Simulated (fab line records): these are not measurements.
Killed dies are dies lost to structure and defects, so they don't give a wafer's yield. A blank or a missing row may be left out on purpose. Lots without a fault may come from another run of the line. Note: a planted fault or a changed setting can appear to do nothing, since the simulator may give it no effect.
A lot that was struck, set against a sound lot / flow nandHarc / 14 out of 1302 route steps
Sound: the wafers L337.3, L337.4, L337.6. The struck wafers were L339.3, L339.5, L339.6. Last of all comes the cause.
Per side, at each step with rows, come the tool, then ch with its chambers, and then its first start. Under that, the readings that differ: sound wafers / struck wafers / difference of the means / sigmas: that difference in standard deviations of wafers without a fault.
alike: readings whose means differ by less than 2 such deviations, and words and numbers that are the same on both sides. not compared: withheld readings, readings that some wafer has no value for, bounds like >300 that may hide the same value, and numbers for which the record gives no deviation and whose values overlap.
The two part at a step that has a row with sigmas, a row that says differs or no value, or rows on one side only. Numbers that don't overlap but have no deviation are shown without sigmas and don't part them. Lack of a reading on every wafer of one side parts them only where that side has two or more wafers.

NHARC_A_WL_FILL_STRIP_27: strips in N2/H2, time 20 s.
  sound on plasmaAsher-01 ch 0,1, day 21 03:57; struck on plasmaAsher-02 ch 0,1, day 21 12:06
  alike: drypumpMotorCurrentA, heaterPowerW
  not compared: rfHoursCounterH
then, 4 steps without rows for these wafers: NHARC_A_WL_FILL_STRIP_28 (strips in post etch residue remover, time 1200 s); NHARC_A_WL_FILL_PRECLEAN_06 (cleans in DIW, time 300 s); NHARC_A_WL_FILL_SRD_07; NHARC_A_WL_FILL_ANNEAL_08 (time 1800 s).
NHARC_A_WL_FILL_ALD_10: deposits SiO2, target thk 50 nm, pulse time 10 s, ald cycles 500.
  sound on aldHk-01 ch 0,1,3, day 21 06:46; struck on aldHk-01 ch 1,2,3, day 21 18:38
  alike: heaterPowerW, precursorPulseHeightRel
NHARC_A_WL_FILL_ETCHBACK_16: etches the open film in C4F8/O2/Ar, target depth 120 nm, time 24 s.
  sound: rieDiel-13 ch 0,1,3; struck: rieDiel-02 ch 0,3
reading=oesProductAu (a.u.); sound=1.01 1.00 1.01; struck=0.94 0.91 0.92; difference=-0.08; sigmas=-3
  alike: rfVppV
  not compared: rfHoursCounterH
NHARC_A_WL_FILL_STRIP_29: strips in O2, time 20 s.
  sound on rieDiel-13 ch 1,2, day 21 10:59; struck on rieDiel-02 ch 1,2,3, day 21 21:50
  alike: drypumpMotorCurrentA, oesProductAu, rfVppV, showerheadPlenumPTorr, throttleValvePct
  not compared: rfHoursCounterH
NHARC_A_WL_FILL_ETCHBACK_17: etches the open film in Cl2/BCl3, target depth 4 nm, time 26.7 s.
  sound on rieMetal-03 ch 0,1, day 21 11:06; struck on rieMetal-02 ch 1, day 21 21:59
  alike: drypumpMotorCurrentA, oesProductAu
  not compared: rfHoursCounterH
then, 2 steps without rows for these wafers: NHARC_A_WL_FILL_PRECLEAN_18 (cleans in dHF, time 30 s); NHARC_A_WL_FILL_SRD_21.
NHARC_A_WL_FILL_CVD_23: deposits poly-Si, target thk 40 nm, time 800 s.
  sound on lpcvdPoly-02 ch 0, day 21 13:44; struck on lpcvdPoly-02 ch 0, day 22 00:32
reading=runLengthS (s); sound=801.27 801.27 801.27; struck=1537.6 1537.6 1537.6; difference=+736.3; sigmas=+99 or more
  alike: spikeTcLowerC, tubeCenterTempC, zonePowerTopPct
then, 1 step without rows for these wafers: NHARC_A_WL_FILL_ETCHBACK_26 (etches the open film in HBr, target depth 52 nm, time 13.3 s).
-- record jumps: 4 days between struck wafers' starts before vs after; left off in module A_WL_FILL, resumes in module END, first step shown is number 1302 of the route --
NHARC_END_SORT_01:
  only the struck wafers appear in the record here, on prober-02 ch 0 at day 25 18:58; the sound ones have no rows

== WHERE THEY PART ==
Earliest at NHARC_A_WL_FILL_ETCHBACK_16; latest, in this record, at NHARC_END_SORT_01.

WHY: what had been put in by the simulator
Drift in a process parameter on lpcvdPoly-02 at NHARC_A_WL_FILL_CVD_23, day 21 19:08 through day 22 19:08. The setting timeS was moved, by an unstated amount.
